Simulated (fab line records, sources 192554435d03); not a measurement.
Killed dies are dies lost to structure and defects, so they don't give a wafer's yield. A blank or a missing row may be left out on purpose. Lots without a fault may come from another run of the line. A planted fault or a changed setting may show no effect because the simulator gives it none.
Split-lot experiment | flow n5_finfet | 7 lots, 39 wafers read, on a route of 1938 steps

THE SPLIT
At N5_BEOL_M10_CVD_75 (deposits Co from CCTBA/H2, target thk 2 nm, time 138.9 s), the setting target_thk_a was moved away from the recipe's 20 angstrom on 12 of the 39 wafers read, by -33.8% to +58.8%. The other wafers ran this setting at the recipe's value.

The reading is taken at the split's own step.

THE READING
Co_of_BEOL_M10_CVD_75.thk_nm (the simulator's own value, which no gauge read), in nm, at N5_BEOL_M10_CVD_75 (deposits Co from CCTBA/H2, target thk 2 nm, time 138.9 s). The file gives no usual value for it. The 27 wafers here that ran the recipe average 2.0 nm, standard deviation 0.1 nm.

wafer  | tool, chamber at the split | target_thk_a as run, angstrom | against the recipe | Co_of_BEOL_M10_CVD_75.thk_nm, nm | against lot-mates on the recipe
L076.1 | cvd_co-02, 2,1             | 20                            | recipe             | 2                                | -
L076.2 | cvd_co-02, 2,1             | 20                            | recipe             | 2                                | -
L076.3 | cvd_co-02, 0,2             | 16.38                         | -18.1%             | 1.8                              | -0.3
L076.4 | cvd_co-02, 0,2             | 16.38                         | -18.1%             | 1.8                              | -0.3
L076.5 | cvd_co-02, 0               | 16.38                         | -18.1%             | 1.6                              | -0.5
L076.6 | cvd_co-02, 1               | 20                            | recipe             | 2.2                              | -
L083.1 | cvd_co-02, 2,2,0           | 20                            | recipe             | 2                                | -
L083.4 | cvd_co-02, 2,2,0           | 20                            | recipe             | 2                                | -
L083.6 | cvd_co-02, 2,2,0           | 20                            | recipe             | 2                                | -
L083.2 | cvd_co-02, 0               | 13.25                         | -33.8%             | 1.4                              | -0.6
L083.3 | cvd_co-02, 1               | 13.25                         | -33.8%             | 1.2                              | -0.8
L083.5 | cvd_co-02, 1               | 13.25                         | -33.8%             | 1.2                              | -0.8
L084.1 | cvd_co-02, 2,0,1,0         | 20                            | recipe             | 1.8                              | -
L084.2 | cvd_co-02, 2,0,1,0         | 20                            | recipe             | 1.8                              | -
L084.5 | cvd_co-02, 2,0,1,0         | 20                            | recipe             | 1.8                              | -
L084.6 | cvd_co-02, 2,0,1,0         | 20                            | recipe             | 1.8                              | -
L084.3 | cvd_co-02, 1,2             | 20                            | recipe             | 2                                | -
L084.4 | cvd_co-02, 1,2             | 20                            | recipe             | 2                                | -
L085.1 | cvd_co-02, 1,0,0,2         | 20                            | recipe             | 2                                | -
L085.3 | cvd_co-02, 1,0,0,2         | 20                            | recipe             | 2                                | -
L085.4 | cvd_co-02, 1,0,0,2         | 20                            | recipe             | 2                                | -
L085.5 | cvd_co-02, 1,0,0,2         | 20                            | recipe             | 2                                | -
L085.2 | cvd_co-02, 2               | 20                            | recipe             | 2.2                              | -
L085.6 | cvd_co-02, 1               | 20                            | recipe             | 1.8                              | -
L090.1 | cvd_co-02, 0,2,0           | 20                            | recipe             | 2                                | -
L090.4 | cvd_co-02, 0,2,0           | 20                            | recipe             | 2                                | -
L090.6 | cvd_co-02, 0,2,0           | 20                            | recipe             | 2                                | -
L090.2 | cvd_co-02, 1               | 31.76                         | +58.8%             | 3                                | +1.0
L090.5 | cvd_co-02, 1               | 31.76                         | +58.8%             | 3                                | +1.0
L090.3 | cvd_co-02, 2               | 31.76                         | +58.8%             | 3.2                              | +1.2
L095.1 | cvd_co-02, 2,2,0           | 20                            | recipe             | 2                                | -
L095.4 | cvd_co-02, 2,2,0           | 20                            | recipe             | 2                                | -
L095.5 | cvd_co-02, 2,2,0           | 20                            | recipe             | 2                                | -
L095.2 | cvd_co-02, 1               | 14.54                         | -27.3%             | 1.4                              | -0.6
L095.6 | cvd_co-02, 1               | 14.54                         | -27.3%             | 1.4                              | -0.6
L095.3 | cvd_co-02, 0               | 14.54                         | -27.3%             | 1.6                              | -0.4
L093.1 | cvd_co-01, 0,2             | 20                            | recipe             | 2                                | -
L093.6 | cvd_co-01, 0,2             | 20                            | recipe             | 2                                | -
L093.2 | cvd_co-01, 2               | 20                            | recipe             | 1.8                              | -
Where a row lists several chambers, the file gives one row for several wafers and doesn't say which wafer went through which chamber.

THE FIT
A straight line over all 39 wafers: Co_of_BEOL_M10_CVD_75.thk_nm changes by +0.0188 nm for each +1% of target_thk_a; r = +0.96; the points scatter about the line by 0.11 nm.
The same after taking each lot's own level away (the mean of its wafers on the recipe; 39 wafers): +0.019 nm for each +1%; r = +0.97; scatter 0.093 nm.
On that fit, the largest move of target_thk_a shifts the reading by 1.1 nm.
The lots' own levels span 1.87 to 2.07 nm, that is 1.9 times the standard deviation above.
So the lot-to-lot level changes the slope little: the two slopes agree.
Check: with one of the wafers moved furthest among these (+58.8%) left out of the fit, the line predicts +1.14 nm for it against its lot-mates. It came out at +1 nm against them.

OTHER SPLITS ON THESE WAFERS
These wafers also went through other splits before the reading. Each is held against what the fit with the lots' levels taken away leaves over:
other split on the same wafers     | wafers away from the commonest value | r with Co_of_BEOL_M10_CVD_75.thk_nm (lot level and that fit taken away)
N5_BEOL_M9_ILD_DEP_00 target_thk_a | 18                                   | +0.00

THE FILE'S OWN FIT
Co_of_BEOL_M10_CVD_75.thk_nm changes by +0.0191 nm for each +1% of target_thk_a, r = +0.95.
